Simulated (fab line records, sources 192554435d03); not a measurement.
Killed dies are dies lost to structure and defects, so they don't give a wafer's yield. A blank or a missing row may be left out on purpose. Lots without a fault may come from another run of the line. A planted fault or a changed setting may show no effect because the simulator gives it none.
fab line records | flow n5_finfet
record lots=7 wafers=21
route steps=1938 shown SD_EPI_N@273 SDB@349 HKMG_FIN@403 GATE_CUT@490 MOL_CONTACT_COAG@531 BEOL_M0_SAQP@673
start_h: hours from the record's first day to the start of the lot's first wafer shown | wait_h: hours since the lot's step before | " the same as in the row above | L1.1+2: a row that stands for several wafers | - no value, or no start given | * or withheld: withheld | < > ~ a bound
route shown NAME@n: a module of which the file shows steps, and the number in the route of the first | usual: mean/standard deviation of fault-free wafers | same: alike in all rows | chamber/n: place in a boat | sites: the reading at each site | _std_site: their standard deviation | _edge_site: outer sites' mean less inner sites' | radius_mm: how far each site lies from the wafer's centre | mask NAME#n: copy n | behind: the tool/chamber that last shaped the wafer | hold: why the lot was held/for how many hours/how that ended | device: the transistor (n, p or np) that didn't switch | end of line: the same wafers' tests at the end of the route | a step without rows: its recipe alone | killed: dies lost to structure and defects at the first sort, not the wafer's yield | map: a wafer's dies, x killed, . not, _ none there
set.NAME: the setting as run; set.NAME@STEP: as run at that earlier step | model.NAME: the simulator's own value behind a step, which no gauge read
lots whose settings were changed on purpose; a table a step, a row a wafer
## steps
# step N5_SD_EPI_N_DESCUM_14
# recipe chemistry=O2 time_s=7.9 source_power_w=50 bias_power_w=20 pressure_mtorr=20 rf_frequency_hz=2.712e+07 temp_c=40 resist=CAR-ArF-block o2_flow_sccm=225
# columns lot.wafer tool chamber start_h wait_h set.time_s set.dose_mj@SD_EPI_N_EXPOSE_06 model.SD_EPI_N.cd_nm
L086.3 rie_diel-01 0 127.02 0.7 7.9 39.75 122
L086.4 " 2 " " 8.739 39.75 121.6
L086.6 " 0 " " 8.739 39.75 121
L087.1 rie_diel-01 3 128.27 0.0 7.9 38.19 117
L087.3 " 0 " " 7.9 39.75 120.8
L087.6 " 1 " " 7.9 38.19 117.4
L088.3+5 rie_diel-03 1,2 136.02 0.0 7.9 39.75 120
L088.4 " 3 " " 7.096 41.67 122.8
L090.1 rie_diel-01 3 146.79 0.0 7.9 39.75 120.2
L090.5 " 3 " " 6.715 39.75 119.6
L090.6 " 0 " " 6.715 39.75 120.6
L093.2 rie_diel-03 1 162.59 0.1 7.9 39.75 120.4
L093.4 " 1 " " 6.446 39.75 119.2
L093.5 " 0 " " 6.446 39.75 119.8
L096.1 rie_diel-06 2 180.73 0.0 7.9 39.75 119.6
L096.2 " 1 " " 6.937 40.82 121.6
L096.6 " 0 " " 6.937 39.75 119.8
L097.4 rie_diel-06 3 186.50 0.1 7.9 39.75 119.6
L097.5+6 " 1,0 " " 7.9 39.75 118.8
# step N5_SD_EPI_N_ETCH_34
# recipe chemistry=CF4 target=SiARC target_depth_a=455 mask_material=CAR-ArF-block time_s=75.8 ion_energy_ev=80 pressure_mtorr=40 source_w=545 bias_w=36 Ar_flow_sccm=100 cf4_flow_sccm=100 ends=cleared
# columns lot.wafer tool chamber start_h wait_h set.dose_mj@SD_EPI_N_EXPOSE_06 model.SD_EPI_N.cd_nm
L086.3 rie_diel-01 0 127.06 0.0 39.75 122.2
L086.4 " 2 " " 39.75 121.8
L086.6 " 0 " " 39.75 121.2
L087.1 rie_diel-01 3 128.30 0.0 38.19 117
L087.3 " 0 " " 39.75 121
L087.6 " 1 " " 38.19 117.6
L088.3 rie_diel-03 1 136.06 0.0 39.75 120.2
L088.4 " 3 " " 41.67 122.8
L088.5 " 2 " " 39.75 120.4
L090.1 rie_diel-01 3 146.83 0.0 39.75 120.4
L090.5 " 3 " " 39.75 119.4
L090.6 " 0 " " 39.75 120.6
L093.2 rie_diel-03 1 162.62 0.0 39.75 120.6
L093.4 " 1 " " 39.75 119.2
L093.5 " 0 " " 39.75 119.8
L096.1 rie_diel-06 2 180.77 0.0 39.75 119.2
L096.2 " 1 " " 40.82 121.4
L096.6 " 0 " " 39.75 119.6
L097.4 rie_diel-06 3 186.55 0.0 39.75 119.6
L097.5+6 " 1,0 " " 39.75 118.6
# step N5_SD_EPI_N_ETCH_35
# recipe chemistry=N2/H2 target=SOC overetch_a=1080 mask_material=SiARC temp_c=40 ion_energy_ev=100 source_w=3000 bias_w=133 pressure_mtorr=20 time_s=486 n2_flow_sccm=200 h2_flow_sccm=200
# columns lot.wafer tool chamber start_h wait_h set.dose_mj@SD_EPI_N_EXPOSE_06 model.SD_EPI_N.cd_nm
L086.3 rie_diel-01 0 127.11 0.0 39.75 124
L086.4 " 2 " " 39.75 123.2
L086.6 " 0 " " 39.75 123
L087.1 rie_diel-01 3 128.36 0.0 38.19 117
L087.3 " 0 " " 39.75 122.6
L087.6 " 1 " " 38.19 118.2
L088.3+5 rie_diel-03 1,2 136.11 0.0 39.75 120.8
L088.4 " 3 " " 41.67 125.4
L090.1 rie_diel-01 3 146.88 0.0 39.75 121.8
L090.5 " 3 " " 39.75 120.8
L090.6 " 0 " " 39.75 122.6
L093.2 rie_diel-03 1 162.68 0.0 39.75 119.4
L093.4 " 1 " " 39.75 118.8
L093.5 " 0 " " 39.75 119.8
L096.1 rie_diel-06 2 180.82 0.0 39.75 118.2
L096.2 " 1 " " 40.82 122.2
L096.6 " 0 " " 39.75 118.8
L097.4 rie_diel-06 3 186.73 0.2 39.75 118.8
L097.5 " 1 " " 39.75 119
L097.6 " 0 " " 39.75 117.8
# step N5_SDB_COAT_04
# recipe resist=SiARC temp_c=220 time_s=60 spin_rpm=1500 resist_thk_nm=18
# columns lot.wafer tool chamber start_h wait_h set.spin_rpm model.SiARC_of_SDB_COAT_04.thk_nm
L086.3+6 litho_track-04 0 - - 1369 18.8
L086.4 " 0 " " 1500 18
L087.1+3+6 litho_track-02 0 - - 1419 18.4
L088.3+4 litho_track-02 0 - - 1500 18
L088.5 " 0 " " 1500 17.8
L090.1+6 litho_track-04 0 - - 1500 18
L090.5 " 0 " " 1441 18.4
L093.2+5 litho_track-01 0 - - 1500 18
L093.4 " 0 " " 1435 18.4
L096.1+2+6 litho_track-01 0 - - 1500 18
L097.4+5+6 litho_track-02 0 - - 1500 18
# step N5_SDB_COAT_05
# recipe resist=CAR-ArF spin_rpm=1500 resist_thk_nm=90
# step N5_SDB_EBR_07
# recipe solvent=PGMEA ebr_width_mm=1.5
# step N5_SDB_DESCUM_16
# recipe chemistry=O2 time_s=7.9 source_power_w=50 bias_power_w=20 pressure_mtorr=20 rf_frequency_hz=2.712e+07 temp_c=40 resist=CAR-ArF o2_flow_sccm=225
# step N5_SDB_ETCH_17
# recipe chemistry=CF4 target=SiARC target_depth_a=234 mask_material=CAR-ArF time_s=39 ion_energy_ev=80 pressure_mtorr=40 source_w=545 bias_w=36 Ar_flow_sccm=100 cf4_flow_sccm=100 ends=cleared
# columns lot.wafer tool chamber start_h wait_h set.spin_rpm@SDB_COAT_04 model.etch.depth_nm
L086.3 rie_diel-06 0 144.51 0.0 1369 18.8
L086.4 " 2 " " 1500 17.91
L086.6 " 3 " " 1369 18.79
L087.1 rie_diel-01 2 145.09 0.0 1419 18.4
L087.3+6 " 3,0 " " 1419 18.41
L088.3+4 rie_diel-01 2,1 152.33 0.0 1500 17.92
L088.5 " 2 " " 1500 17.89
L090.1 rie_diel-06 1 163.25 0.0 1500 17.96
L090.5 " 0 " " 1441 18.36
L090.6 " 3 " " 1500 17.94
L093.2 rie_diel-06 1 180.44 0.0 1500 17.98
L093.4 " 0 " " 1435 18.39
L093.5 " 2 " " 1500 17.95
L096.1 rie_diel-01 3 200.07 0.0 1500 18.03
L096.2 " 2 " " 1500 18.08
L096.6 " 2 " " 1500 18.06
L097.4 rie_diel-06 1 203.19 0.0 1500 18.06
L097.5 " 3 " " 1500 18
L097.6 " 0 " " 1500 18.01
# step N5_SDB_ETCH_18
# recipe chemistry=N2/H2 target=SOC target_depth_a=1000 overetch_a=200 mask_material=SiARC temp_c=40 time_s=150 ion_energy_ev=200 pressure_mtorr=30 source_w=840 bias_w=150 n2_flow_sccm=200 h2_flow_sccm=200
# usual rf_vpp_V=524.5/1.7
# columns lot.wafer tool chamber start_h wait_h set.source_w rf_vpp_V
L086.3 rie_diel-06 0 144.54 0.0 840 525.5
L086.4 " 2 " " 840 526.2
L086.6 " 3 " " 840 523.8
L087.1 rie_diel-01 2 145.12 0.0 958.9 500.1
L087.3 " 3 " " 840 523.4
L087.6 " 0 " " 840 525.2
L088.3 rie_diel-01 2 152.37 0.0 884.4 515.1
L088.4 " 1 " " 840 526.0
L088.5 " 2 " " 840 523.2
L090.1 rie_diel-06 1 163.29 0.0 975.8 500.7
L090.5 " 0 " " 840 526.4
L090.6 " 3 " " 840 522.5
L093.2 rie_diel-06 1 180.47 0.0 840 527.1
L093.4 " 0 " " 840 526.6
L093.5 " 2 " " 840 524.7
L096.1 rie_diel-01 3 200.10 0.0 840 522.4
L096.2 " 2 " " 840 521.3
L096.6 " 2 " " 793.6 531.7
L097.4 rie_diel-06 1 203.27 0.1 840 527.1
L097.5 " 3 " " 840 525.5
L097.6 " 0 " " 840 526.8
# step N5_HKMG_FIN_ETCH_55
# recipe chemistry=N2/H2 target=SOC target_depth_a=2400 temp_c=40 time_s=300 ion_energy_ev=200 mask_material=SiARC pressure_mtorr=30 source_w=840 bias_w=150 n2_flow_sccm=200 h2_flow_sccm=200
# usual rf_vpp_V=524.7/1.9
# columns lot.wafer tool chamber start_h wait_h set.bias_w rf_vpp_V
L086.3 rie_diel-03 1 150.54 0.0 150 522.3
L086.4 " 1 " " 150 522.8
L086.6 " 2 " " 139 500.8
L087.1 rie_diel-01 1 151.58 0.0 150 526.0
L087.3 " 2 " " 150 521.2
L087.6 " 3 " " 150 524.4
L088.3 rie_diel-03 1 157.96 0.0 136.2 492.1
L088.4 " 1 " " 136.2 491.1
L088.5 " 0 " " 136.2 494.4
L090.1 rie_diel-03 2 170.00 0.0 150 525.2
L090.5 " 2 " " 150 524.4
L090.6 " 3 " " 150 524.3
L093.2 rie_diel-01 1 186.16 0.0 127.5 474.3
L093.4 " 2 " " 150 523.9
L093.5 " 3 " " 150 524.1
L096.1 rie_diel-06 0 205.62 0.0 150 528.5
L096.2 " 1 " " 150 531.1
L096.6 " 3 " " 150 522.9
L097.4 rie_diel-01 2 209.09 0.0 150 522.7
L097.5 " 2 " " 150 522.1
L097.6 " 3 " " 150 524.2
# step N5_GATE_CUT_DESCUM_18
# recipe chemistry=O2 time_s=7 source_power_w=50 bias_power_w=20 pressure_mtorr=20 rf_frequency_hz=2.712e+07 temp_c=40 resist=CAR-EUV o2_flow_sccm=225
# columns lot.wafer tool chamber start_h wait_h set.time_s model.CAR-EUV_of_GATE_CUT_COAT_07.thk_nm
L086.3+4 rie_diel-02 3,2 162.45 0.1 7 26
L086.6 " 0 " " 5.554 26.8
L087.1+6 rie_diel-02 3 165.05 0.0 8.131 25.4
L087.3 " 0 " " 7 26
L088.3 rie_diel-02 3 170.37 0.0 7 26.2
L088.4 " 3 " " 5.946 26.6
L088.5 " 0 " " 7 26
L090.1 rie_diel-05 1 181.51 0.0 6.119 26.4
L090.5+6 " 3,2 " " 7 26
L093.2+4 rie_diel-04 2 197.72 0.0 7.837 25.6
L093.5 " 1 " " 7 26.2
L096.1 rie_diel-02 2 217.58 0.0 6.147 26.4
L096.2+6 " 0,3 " " 7 25.8
L097.4+5+6 rie_diel-05 0,0,3 220.57 0.0 7 26
# step N5_GATE_CUT_ETCH_28
# recipe chemistry=N2/H2 target=underlayer target_depth_a=130 mask_material=CAR-EUV time_s=10.4 ion_energy_ev=200 pressure_mtorr=30 source_w=840 bias_w=150 n2_flow_sccm=200 h2_flow_sccm=200 ends=cleared
# columns lot.wafer tool chamber start_h wait_h set.time_s@GATE_CUT_DESCUM_18 model.CAR-EUV_of_GATE_CUT_COAT_07.thk_nm
L086.3 rie_diel-02 3 162.48 0.0 7 14.4
L086.4 " 2 " " 7 14.6
L086.6 " 0 " " 5.554 15.4
L087.1 rie_diel-02 3 165.09 0.0 8.131 14
L087.3 " 0 " " 7 14.6
L087.6 " 3 " " 8.131 13.8
L088.3+5 rie_diel-02 3,0 170.41 0.0 7 14.6
L088.4 " 3 " " 5.946 15
L090.1 rie_diel-05 1 181.55 0.0 6.119 14.8
L090.5 " 3 " " 7 14.6
L090.6 " 2 " " 7 14.4
L093.2+4 rie_diel-04 2 197.76 0.0 7.837 14.2
L093.5 " 1 " " 7 14.6
L096.1 rie_diel-02 2 217.62 0.0 6.147 15
L096.2+6 " 0,3 " " 7 14.4
L097.4+5 rie_diel-05 0 220.60 0.0 7 14.4
L097.6 " 3 " " 7 14.6
# step N5_MOL_CONTACT_COAG_ETCH_105
# recipe chemistry=CF4 target=SiARC target_depth_a=156 mask_material=CAR-EUV time_s=26 ion_energy_ev=80 pressure_mtorr=40 source_w=545 bias_w=36 Ar_flow_sccm=100 cf4_flow_sccm=100 ends=cleared
# usual rf_vpp_V=184.5/1
# columns lot.wafer tool chamber start_h wait_h set.bias_w rf_vpp_V
L086.3 rie_diel-06 0 166.84 0.0 32.46 174.0
L086.4 " 3 " " 32.46 173.4
L086.6 " 2 " " 36 184.9
L087.1 rie_diel-06 2 169.29 0.0 36 186.3
L087.3 " 0 " " 38.73 193.7
L087.6 " 1 " " 38.73 194.7
L088.3 rie_diel-03 0 174.44 0.0 36 184.4
L088.4 " 3 " " 36 184.5
L088.5 " 2 " " 36 184.0
L090.1 rie_diel-06 0 185.81 0.0 37.69 190.0
L090.5 " 3 " " 37.69 189.4
L090.6 " 1 " " 36 184.3
L093.2 rie_diel-06 3 201.69 0.0 30.86 165.5
L093.4 " 0 " " 36 184.8
L093.5 " 1 " " 36 185.5
L096.1 rie_diel-01 0 222.06 0.0 36 185.4
L096.2 " 3 " " 36 183.1
L096.6 " 3 " " 36 184.3
L097.4 rie_diel-06 1 224.60 0.0 36 183.6
L097.5 " 0 " " 36 183.9
L097.6 " 3 " " 36 183.4
# step N5_MOL_CONTACT_COAG_PECVD_31
# recipe material=SiO2 target_thk_a=460 temp_c=400 precursor=TEOS/O2 pressure_torr=6.5 rf_w=withheld teos_flow_sccm=withheld gas=O2 flow_sccm=2650 time_s=8.9
# columns lot.wafer tool chamber start_h wait_h set.temp_c model.SiO2_of_MOL_CONTACT_COAG_PECVD_31.thk_nm
L086.3 pecvd-03 1 175.81 0.3 400 46
L086.4 " 2 " " 400 46.8
L086.6 " 1 " " 400 46.6
L087.1 pecvd-01 1 178.20 0.3 400 45.4
L087.3 " 0 " " 400 46
L087.6 " 0 " " 417.2 41.6
L088.3 pecvd-02 1 184.62 0.3 400 45.4
L088.4 " 0 " " 388.1 50.2
L088.5 " 2 " " 400 46.8
L090.1 pecvd-02 2 196.35 0.3 400 45.4
L090.5 " 0 " " 400 46
L090.6 " 2 " " 400 46.2
L093.2 pecvd-03 2 209.63 0.3 414.6 40.8
L093.4 " 0 " " 414.6 41.6
L093.5 " 1 " " 400 45.8
L096.1 pecvd-03 2 229.57 0.3 400 45.4
L096.2 " 1 " " 400 46.2
L096.6 " 0 " " 400 46.8
L097.4 pecvd-01 1 233.12 0.3 400 46.4
L097.5 " 0 " " 400 46.6
L097.6 " 2 " " 400 47
# step N5_MOL_CONTACT_COAG_EXPOSE_81
# recipe mask_id=VG na=0.33 source_shape=annular sigma_inner=0.3 sigma_outer=0.7 polarization=unpolarized defocus_nm=0 dose_mj=59.5
# columns lot.wafer tool chamber start_h wait_h mask set.dose_mj
L086.3+4 euv_scanner-02 0 176.15 - VG#0 59.5
L086.6 " 0 " " VG#0 60.92
L087.1 euv_scanner-02 0 178.39 - VG#0 63.12
L087.3+6 " 0 " " VG#0 59.5
L088.3 euv_scanner-02 0 184.84 - VG#0 57.45
L088.4+5 " 0 " " VG#0 59.5
L090.1 euv_scanner-01 0 196.67 - VG#0 59.5
L090.5+6 " 0 " " VG#0 62.02
L093.2+4+5 euv_scanner-02 0 209.96 - VG#0 59.5
L096.1+2 euv_scanner-02 0 229.88 - VG#0 59.5
L096.6 " 0 " " VG#0 55.29
L097.4+5+6 euv_scanner-02 0 233.33 - VG#0 59.5
# step N5_MOL_CONTACT_COAG_PEB_82
# recipe peb_temp_c=100 peb_time_s=60 resist=CAR-EUV
# step N5_MOL_CONTACT_COAG_DEVELOP_83
# recipe develop_time_s=30 developer=TMAH resist=CAR-EUV rinse_liquid=surfactant_rinse dry=air_spin dev_temp_c=23
# step N5_MOL_CONTACT_COAG_CD_MEAS_84
# recipe target_cd_nm=25.1 landing_energy_ev=500 detector=se_inlens polarity=opening
# usual cd_nm=25.04/0.27
# columns lot.wafer tool chamber start_h wait_h set.dose_mj@MOL_CONTACT_COAG_EXPOSE_81 cd_nm
L086.3 cd_sem-02 0 176.28 - 59.5 24.50
L086.4 " 0 " " 59.5 24.92
L086.6 " 0 " " 60.92 25.38
L087.1 cd_sem-02 0 178.53 - 63.12 25.68
L087.3 " 0 " " 59.5 24.90
L087.6 " 0 " " 59.5 25.04
L088.3 cd_sem-01 0 184.97 - 57.45 24.13
L088.4 " 0 " " 59.5 24.83
L088.5 " 0 " " 59.5 24.85
L090.1 cd_sem-02 0 196.81 - 59.5 24.88
L090.5 " 0 " " 62.02 25.69
L090.6 " 0 " " 62.02 26.34
L093.2 cd_sem-03 0 210.09 - 59.5 24.46
L093.4 " 0 " " 59.5 25.53
L093.5 " 0 " " 59.5 24.77
L096.1 cd_sem-03 0 230.03 - 59.5 25.11
L096.2 " 0 " " 59.5 24.98
L096.6 " 0 " " 55.29 23.49
L097.4 cd_sem-02 0 233.45 - 59.5 25.30
L097.5 " 0 " " 59.5 25.13
L097.6 " 0 " " 59.5 25.03
# step N5_MOL_CONTACT_COAG_ETCHBACK_135
# recipe chemistry=CHF3 target=SiO2 target_depth_a=250 time_s=16.7 ion_energy_ev=200 pressure_mtorr=30 source_w=610 bias_w=170 Ar_flow_sccm=200 CHF3_flow_sccm=50
# step N5_MOL_CONTACT_COAG_STRIP_118
# recipe chemistry=CHF3 resist=SiARC rf_frequency_hz=6e+07
# step N5_MOL_CONTACT_COAG_VIA_ETCH_46
# recipe chemistry=C4F6/O2 target_depth_a=460 overetch_a=92 mask_material=SOC target=SiO2 bias_w=455 pressure_mtorr=10 time_s=40 source_w=325 Ar_flow_sccm=300 C4F6_flow_sccm=10 O2_flow_sccm=10 ion_energy_ev=575.3 ends=end_point
# columns lot.wafer tool chamber start_h wait_h set.temp_c@MOL_CONTACT_COAG_PECVD_31 model.etch.depth_nm
L086.3 rie_diel-01 3 176.97 0.0 400 46.04
L086.4 " 2 " " 400 46.71
L086.6 " 1 " " 400 46.54
L087.1 rie_diel-03 3 179.94 0.0 400 45.47
L087.3 " 1 " " 400 45.98
L087.6 " 1 " " 417.2 41.61
L088.3 rie_diel-06 3 185.59 0.0 400 45.43
L088.4 " 3 " " 388.1 50.28
L088.5 " 0 " " 400 46.81
L090.1 rie_diel-06 3 197.43 0.0 400 45.5
L090.5 " 0 " " 400 46.09
L090.6 " 3 " " 400 46.26
L093.2 rie_diel-03 0 210.69 0.0 414.6 40.74
L093.4 " 1 " " 414.6 41.56
L093.5 " 2 " " 400 45.71
L096.1 rie_diel-01 2 230.63 0.0 400 45.32
L096.2 " 3 " " 400 46.13
L096.6 " 0 " " 400 46.86
L097.4 rie_diel-06 0 234.04 0.0 400 46.48
L097.5 " 3 " " 400 46.57
L097.6 " 0 " " 400 47.02
# step N5_MOL_CONTACT_COAG_STRIP_96
# recipe chemistry=N2/H2 power_w=500 temp_c=40 pressure_mtorr=50 rf_frequency_hz=6e+07 overash_fraction=0.3 bias_power_w=28 h2_frac=0.5 n2_flow_sccm=300 h2_flow_sccm=300
# step N5_MOL_CONTACT_COAG_ETCH_47
# recipe chemistry=CH3F/O2 target=SiNx target_depth_a=270 mask_material=SiO2 stop_on=W over_etch_frac=0.2 ion_energy_ev=120 endpoint=OES-CN pressure_mtorr=30 source_w=395 bias_w=73 Ar_flow_sccm=150 CH3F_flow_sccm=30 O2_flow_sccm=20 ends=end_point
# columns lot.wafer tool chamber start_h wait_h set.temp_c@MOL_CONTACT_COAG_PECVD_31 model.SiO2_of_MOL_CONTACT_COAG_PECVD_31.thk_nm
L086.3 rie_diel-01 3 177.07 0.0 400 44.2
L086.4 " 2 " " 400 45
L086.6 " 1 " " 400 44.8
L087.1 rie_diel-03 3 180.04 0.0 400 43.6
L087.3 " 1 " " 400 44.2
L087.6 " 1 " " 417.2 39.8
L088.3 rie_diel-06 3 185.69 0.0 400 43.6
L088.4 " 3 " " 388.1 48.6
L088.5 " 0 " " 400 45
L090.1 rie_diel-06 3 197.53 0.0 400 43.6
L090.5 " 0 " " 400 44.2
L090.6 " 3 " " 400 44.4
L093.2 rie_diel-03 0 210.79 0.0 414.6 39
L093.4 " 1 " " 414.6 39.8
L093.5 " 2 " " 400 44
L096.1 rie_diel-01 2 230.73 0.0 400 43.6
L096.2 " 3 " " 400 44.4
L096.6 " 0 " " 400 45
L097.4 rie_diel-06 0 234.14 0.0 400 44.6
L097.5 " 3 " " 400 44.8
L097.6 " 0 " " 400 45.2
# step N5_BEOL_M0_SAQP_ETCH_107
# recipe chemistry=CH3F/O2 target=SiNx target_depth_a=300 mask_material=SOC pressure_mtorr=30 source_w=395 bias_w=73 Ar_flow_sccm=150 CH3F_flow_sccm=30 O2_flow_sccm=20 ion_energy_ev=120
# usual rf_vpp_V=294/4.1
# columns lot.wafer tool chamber start_h wait_h set.source_w rf_vpp_V model.BEOL_M0_SAQP.feature_depth_nm
L086.3 rie_diel-04 1 186.85 0.0 395 297 29.4
L086.4 " 3 " " 395 290 29.6
L086.6 " 2 " " 395 298 29.6
L087.1 rie_diel-04 2 192.90 0.0 341 319 28.2
L087.3 " 1 " " 395 298 29.6
L087.6 " 3 " " 395 289 29.4
L088.3 rie_diel-02 2 197.00 0.0 395 294 29
L088.4 " 2 " " 395 292 29.2
L088.5 " 1 " " 395 296 29.8
L090.1 rie_diel-04 1 208.73 0.0 395 298 29.4
L090.5 " 1 " " 395 296 29.6
L090.6 " 3 " " 327.2 316 27.4
L093.2 rie_diel-04 2 224.08 0.0 395 299 29.8
L093.4 " 3 " " 349.1 307 28
L093.5 " 2 " " 395 299 29.8
L096.1 rie_diel-02 3 241.30 0.0 459.2 275 31.2
L096.2 " 0 " " 459.2 277 32.8
L096.6 " 3 " " 395 296 29.4
L097.4 rie_diel-05 2 245.06 0.0 395 289 29.8
L097.5 " 1 " " 395 287 29.8
L097.6 " 0 " " 395 296 30.2
## key
split step=N5_SD_EPI_N_DESCUM_14 setting=time_s stated=7.9 by=wafer
response none clear
split step=N5_SDB_COAT_04 setting=spin_rpm stated=1500 by=wafer
response step=N5_SDB_COAT_04 reading=model.SiARC_of_SDB_COAT_04.thk_nm change=-0.0931 per=1% r=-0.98
response step=N5_SDB_ETCH_17 reading=model.etch.depth_nm change=-0.101 per=1% r=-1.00
split step=N5_SDB_ETCH_18 setting=source_w stated=840 by=wafer
response step=N5_SDB_ETCH_18 reading=rf_vpp_V change=-1.6 per=1% r=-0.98
split step=N5_HKMG_FIN_ETCH_55 setting=bias_w stated=150 by=wafer
response step=N5_HKMG_FIN_ETCH_55 reading=rf_vpp_V change=+3.25 per=1% r=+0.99
split step=N5_GATE_CUT_DESCUM_18 setting=time_s stated=7 by=wafer
response step=N5_GATE_CUT_DESCUM_18 reading=model.CAR-EUV_of_GATE_CUT_COAT_07.thk_nm change=-0.039 per=1% r=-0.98
response step=N5_GATE_CUT_ETCH_28 reading=model.CAR-EUV_of_GATE_CUT_COAT_07.thk_nm change=-0.038 per=1% r=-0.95
split step=N5_MOL_CONTACT_COAG_ETCH_105 setting=bias_w stated=36 by=wafer
response step=N5_MOL_CONTACT_COAG_ETCH_105 reading=rf_vpp_V change=+1.25 per=1% r=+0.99
split step=N5_MOL_CONTACT_COAG_PECVD_31 setting=temp_c stated=400 by=wafer
response step=N5_MOL_CONTACT_COAG_PECVD_31 reading=model.SiO2_of_MOL_CONTACT_COAG_PECVD_31.thk_nm change=-1.15 per=1% r=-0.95
response step=N5_MOL_CONTACT_COAG_VIA_ETCH_46 reading=model.etch.depth_nm change=-1.15 per=1% r=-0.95
response step=N5_MOL_CONTACT_COAG_ETCH_47 reading=model.SiO2_of_MOL_CONTACT_COAG_PECVD_31.thk_nm change=-1.16 per=1% r=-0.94
split step=N5_MOL_CONTACT_COAG_EXPOSE_81 setting=dose_mj stated=59.5 by=wafer
response step=N5_MOL_CONTACT_COAG_CD_MEAS_84 reading=cd_nm change=+0.198 per=1% r=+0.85
split step=N5_BEOL_M0_SAQP_ETCH_107 setting=source_w stated=395 by=wafer
response step=N5_BEOL_M0_SAQP_ETCH_107 reading=rf_vpp_V change=-1.25 per=1% r=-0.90
response step=N5_BEOL_M0_SAQP_ETCH_107 reading=model.BEOL_M0_SAQP.feature_depth_nm change=+0.133 per=1% r=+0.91
split outside_this_file step=N5_SD_EPI_N_EXPOSE_06 setting=dose_mj
# split outside_this_file: this setting was split too, and the file shows its column; the key of that split is in another file
